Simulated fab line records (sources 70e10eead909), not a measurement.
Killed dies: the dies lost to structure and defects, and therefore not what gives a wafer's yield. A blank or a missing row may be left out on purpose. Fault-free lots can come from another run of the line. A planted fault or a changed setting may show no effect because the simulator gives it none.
Which tool was responsible? -- flow nand_harc -- route of 1159 steps, sampled at 1 step: 7 lots, 20 wafers

## WHAT THE GAUGES SHOWED, per wafer
NHARC_A_CONTACT_OVL_MEAS_43.
lot,measured,on,overlay_x_nm (nm)
L113,day 17 08:46,overlay-01,-1.4 -1.5 -1.6
L116,day 18 02:20,overlay-02,-0.1 0.6 -0.5
L119,day 19 00:14,overlay-01,-0.3 -0.5
L126,day 20 15:56,overlay-01,0.3 0.7 0.9
L130,day 21 20:38,overlay-01,-0.9 -0.2 -1.2
L131,day 22 06:45,overlay-01,-0.6 -0.1 -0.6
L135,day 22 20:57,overlay-01,1.1 1.0 1.0

## EACH LOT AND THE TOOL THAT RAN IT (in order: tool; ch and the chambers of the sampled wafers; start)
Record: no process step prior to these readings.

## THE ANSWER, worked out from the rows above alone
Rule: what is usual is taken from the lots themselves. Put in order of their means at a reading, lots are off if they are a third of the lots or fewer, leave a main group of 4 or more, and stand apart from it by a gap of 3 or more times the standard deviation of the main group's means; of several such gaps the widest counts. A main group is skipped when, at the precision printed for the reading in the tables above, its means are all equal. A lot without any number at a reading at which 4 lots or more have one is off too. The other lots that the step has rows for count as sound.
No lot is off at any reading shown: from this, nothing can be told.

## WHAT HAD BEEN PUT IN BY THE SIMULATOR
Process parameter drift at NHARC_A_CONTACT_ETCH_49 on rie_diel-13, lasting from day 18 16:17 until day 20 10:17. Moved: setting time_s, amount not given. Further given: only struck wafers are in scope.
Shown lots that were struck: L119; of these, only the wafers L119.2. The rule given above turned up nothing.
